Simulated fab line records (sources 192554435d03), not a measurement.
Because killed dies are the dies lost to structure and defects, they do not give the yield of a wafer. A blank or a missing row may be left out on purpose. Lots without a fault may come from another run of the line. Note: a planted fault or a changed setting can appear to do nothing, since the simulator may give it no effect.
Split-lot trial | flow n5 finfet | 7 lots, 39 wafers read, on a route of 1938 steps

== THE SPLIT ==
At N5_DUMMY_GATE_EXPOSE_12 (exposes mask GATE, target cd 25 nm), the setting dose mj was moved away from the recipe's 34 on 12 of the 39 wafers read, by -4.6% to +7.9%. For the rest of the wafers, this setting stayed at what the recipe calls for.

== FROM THE SPLIT TO THE READING: what the file shows between them, 2 steps ==
- N5_DUMMY_GATE_PEB_13: peb time 60 s
- N5_DUMMY_GATE_DEVELOP_14: develop time 30 s

== THE READING ==
cd nm, in nm, at N5_DUMMY_GATE_CD_MEAS_15 (target cd 25.8 nm). On this fab line, fault-free wafers typically give 25.10 nm with a standard deviation of 0.24 nm.

wafer  | tool, chamber at the split | dose mj as run | against the recipe | cd nm, nm | against lot-mates on the recipe
L082.1 | euv scanner-01, 0          | 34             | recipe             | 25.12     | -
L082.2 | euv scanner-01, 0          | 34             | recipe             | 25.24     | -
L082.3 | euv scanner-01, 0          | 34             | recipe             | 25.09     | -
L082.4 | euv scanner-01, 0          | 34             | recipe             | 25.63     | -
L082.5 | euv scanner-01, 0          | 34             | recipe             | 25.14     | -
L082.6 | euv scanner-01, 0          | 34             | recipe             | 25.16     | -
L083.4 | euv scanner-01, 0          | 34             | recipe             | 24.85     | -
L083.5 | euv scanner-01, 0          | 34             | recipe             | 25.08     | -
L083.6 | euv scanner-01, 0          | 34             | recipe             | 24.88     | -
L085.1 | euv scanner-01, 0          | 34             | recipe             | 24.94     | -
L085.2 | euv scanner-01, 0          | 34             | recipe             | 25.18     | -
L085.3 | euv scanner-01, 0          | 34             | recipe             | 25.56     | -
L085.4 | euv scanner-01, 0          | 32.45          | -4.6%              | 26.65     | +1.42
L085.5 | euv scanner-01, 0          | 32.45          | -4.6%              | 26.32     | +1.09
L085.6 | euv scanner-01, 0          | 32.45          | -4.6%              | 26.07     | +0.84
L087.1 | euv scanner-01, 0          | 36.69          | +7.9%              | 23.62     | -1.35
L087.2 | euv scanner-01, 0          | 36.69          | +7.9%              | 23.54     | -1.43
L087.3 | euv scanner-01, 0          | 34             | recipe             | 24.99     | -
L087.4 | euv scanner-01, 0          | 36.69          | +7.9%              | 23.75     | -1.22
L087.5 | euv scanner-01, 0          | 34             | recipe             | 24.98     | -
L087.6 | euv scanner-01, 0          | 34             | recipe             | 24.93     | -
L095.1 | euv scanner-01, 0          | 34             | recipe             | 24.86     | -
L095.2 | euv scanner-01, 0          | 34             | recipe             | 25.34     | -
L095.3 | euv scanner-01, 0          | 34             | recipe             | 24.66     | -
L095.4 | euv scanner-01, 0          | 34             | recipe             | 25.64     | -
L095.5 | euv scanner-01, 0          | 34             | recipe             | 24.91     | -
L095.6 | euv scanner-01, 0          | 34             | recipe             | 25.11     | -
L096.1 | euv scanner-02, 0          | 35.51          | +4.4%              | 24.10     | -1.04
L096.2 | euv scanner-02, 0          | 35.51          | +4.4%              | 24.08     | -1.06
L096.3 | euv scanner-02, 0          | 34             | recipe             | 25.07     | -
L096.4 | euv scanner-02, 0          | 34             | recipe             | 25.41     | -
L096.5 | euv scanner-02, 0          | 34             | recipe             | 24.94     | -
L096.6 | euv scanner-02, 0          | 35.51          | +4.4%              | 24.22     | -0.92
L097.1 | euv scanner-02, 0          | 34             | recipe             | 24.80     | -
L097.2 | euv scanner-02, 0          | 35.06          | +3.1%              | 24.76     | -0.04
L097.3 | euv scanner-02, 0          | 35.06          | +3.1%              | 24.83     | +0.03
L097.4 | euv scanner-02, 0          | 34             | recipe             | 24.84     | -
L097.5 | euv scanner-02, 0          | 34             | recipe             | 24.75     | -
L097.6 | euv scanner-02, 0          | 35.06          | +3.1%              | 24.60     | -0.20

THE FIT
A straight line over all 39 wafers: cd nm changes by -0.205 nm for each +1% of dose mj; r = -0.92; the points scatter about the line by 0.26 nm.
The same after taking each lot's own level away (the mean of its wafers on the recipe; 39 wafers): -0.186 nm for each +1%; r = -0.90; scatter 0.26 nm.
The reading moves by 1.5 nm for the largest change in dose mj, on that fit.
The lots' own levels span 24.797 to 25.230 nm, that is 1.8 times the standard deviation above.
So the lot-to-lot level changes the slope: the two fits differ.
Check: with one of the wafers moved furthest among these (+7.9%) left out of the fit, the line predicts -1.43 nm for it against its lot-mates. Against them it came out at -1.35 nm.

== FURTHER SPLITS ON THESE WAFERS ==
Before the reading, these wafers also passed through other splits. Each is held against what the fit with the lots' levels taken away leaves over:
other split on the same wafers    | wafers away from the commonest value | r with cd nm (lot level and that fit taken away)
N5_WELL_APT_IMPLANT_15 energy kev | 9                                    | +0.30

== FILE'S OWN FIT ==
cd nm changes by -0.18 nm for each +1% of dose mj, r = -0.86.
